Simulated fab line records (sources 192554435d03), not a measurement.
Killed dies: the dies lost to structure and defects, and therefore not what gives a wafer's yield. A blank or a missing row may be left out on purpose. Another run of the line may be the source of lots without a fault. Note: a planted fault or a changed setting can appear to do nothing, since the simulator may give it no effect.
Lot-split experiment | flow n5Finfet | 21 wafers read across 7 lots, on a route 1938 steps long

== ON THE SPLIT ==
At N5_BEOL_M4_COAT_62 (time 60 s, resist thk 12 nm), the setting spinRpm was moved away from the recipe's 1500 rpm on 9 of the 21 wafers read, by -4.7% to +7.3%. The other wafers ran this setting at the recipe's value.

== FROM THE SPLIT TO THE READING: what the file shows between them, 4 steps ==
- N5_BEOL_M4_COAT_73: time 60 s, resist thk 5 nm
- N5_BEOL_M4_COAT_05: resist thk 30 nm
- N5_BEOL_M4_DESCUM_16: chemistry O2, time 7 s
- N5_BEOL_M4_ETCH_74: etches underlayer in N2/H2, target depth 6.5 nm, time 5.2 s

== THE READING ==
etch.depthNm (the simulator's own value, which no gauge read), in nm, at N5_BEOL_M4_ETCH_63 (etches SiARC in CF4, target depth 15.6 nm, time 26 s). The file gives no usual value for it. Average 12.01 nm, standard deviation 0.028 nm, over the 12 wafers here run with the recipe.

wafer  | tool, chamber at the split | spinRpm as run, rpm | against the recipe | etch.depthNm, nm | against lot-mates on the recipe
L074.3 | lithoTrack-03, 0           | 1500                | recipe             | 11.95            | -
L074.5 | lithoTrack-03, 0           | 1500                | recipe             | 12.03            | -
L074.6 | lithoTrack-03, 0           | 1449                | -3.4%              | 12.2             | +0.21
L077.1 | lithoTrack-04, 0           | 1610                | +7.3%              | 11.55            | -0.43
L077.2 | lithoTrack-04, 0           | 1610                | +7.3%              | 11.56            | -0.42
L077.3 | lithoTrack-04, 0           | 1500                | recipe             | 11.98            | -
L078.1 | lithoTrack-04, 0           | 1449                | -3.4%              | 12.18            | +0.19
L078.4 | lithoTrack-04, 0           | 1500                | recipe             | 11.99            | -
L078.5 | lithoTrack-04, 0           | 1449                | -3.4%              | 12.17            | +0.18
L082.1 | lithoTrack-02, 0           | 1500                | recipe             | 12.02            | -
L082.2 | lithoTrack-02, 0           | 1594                | +6.3%              | 11.7             | -0.32
L082.6 | lithoTrack-02, 0           | 1594                | +6.3%              | 11.66            | -0.36
L084.2 | lithoTrack-04, 0           | 1500                | recipe             | 12.01            | -
L084.4 | lithoTrack-04, 0           | 1500                | recipe             | 12.05            | -
L084.5 | lithoTrack-04, 0           | 1500                | recipe             | 12.03            | -
L093.1 | lithoTrack-02, 0           | 1430                | -4.7%              | 12.34            | +0.29
L093.4 | lithoTrack-02, 0           | 1500                | recipe             | 12.05            | -
L093.6 | lithoTrack-02, 0           | 1430                | -4.7%              | 12.33            | +0.28
L094.2 | lithoTrack-02, 0           | 1500                | recipe             | 12.03            | -
L094.4 | lithoTrack-02, 0           | 1500                | recipe             | 12.01            | -
L094.5 | lithoTrack-02, 0           | 1500                | recipe             | 12.02            | -

FIT RESULTS
A straight line over all 21 wafers: etch.depthNm changes by -0.0592 nm for each +1% of spinRpm; r = -0.99; the points scatter about the line by 0.034 nm.
The same after taking each lot's own level away (the mean of its wafers on the recipe; 21 wafers): -0.0573 nm for each +1%; r = -1.00; scatter 0.019 nm.
The reading moves by 0.42 nm for the largest change in spinRpm, on that fit.
Across the lots, their own levels run from 11.980 to 12.050 nm, a range of 2.5 times the standard deviation given above.
The two slopes agree, so the slope changes little with the lot-to-lot level.
Check: with one of the wafers moved furthest among these (+7.3%) left out of the fit, the line predicts -0.414 nm for it against its lot-mates. Against them it came out at -0.43 nm.

== THE WHOLE CHAIN: every reading that the file lists as answering this split, in the file's order ==
step               | what it does                                         | reading                                                                         | change (the file's fit)                | r (the file's)
N5_BEOL_M4_COAT_62 | time 60 s, resist thk 12 nm                          | SiARC_of_BEOL_M4_COAT_62.thkNm (the simulator's own value, which no gauge read) | -0.0628 nm for each +1% of the setting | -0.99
N5_BEOL_M4_ETCH_63 | etches SiARC in CF4, target depth 15.6 nm, time 26 s | etch.depthNm (the simulator's own value, which no gauge read)                   | -0.0574 nm for each +1% of the setting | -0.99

== THE FILE'S OWN FIT ==
etch.depthNm changes by -0.0574 nm for each +1% of spinRpm, r = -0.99.
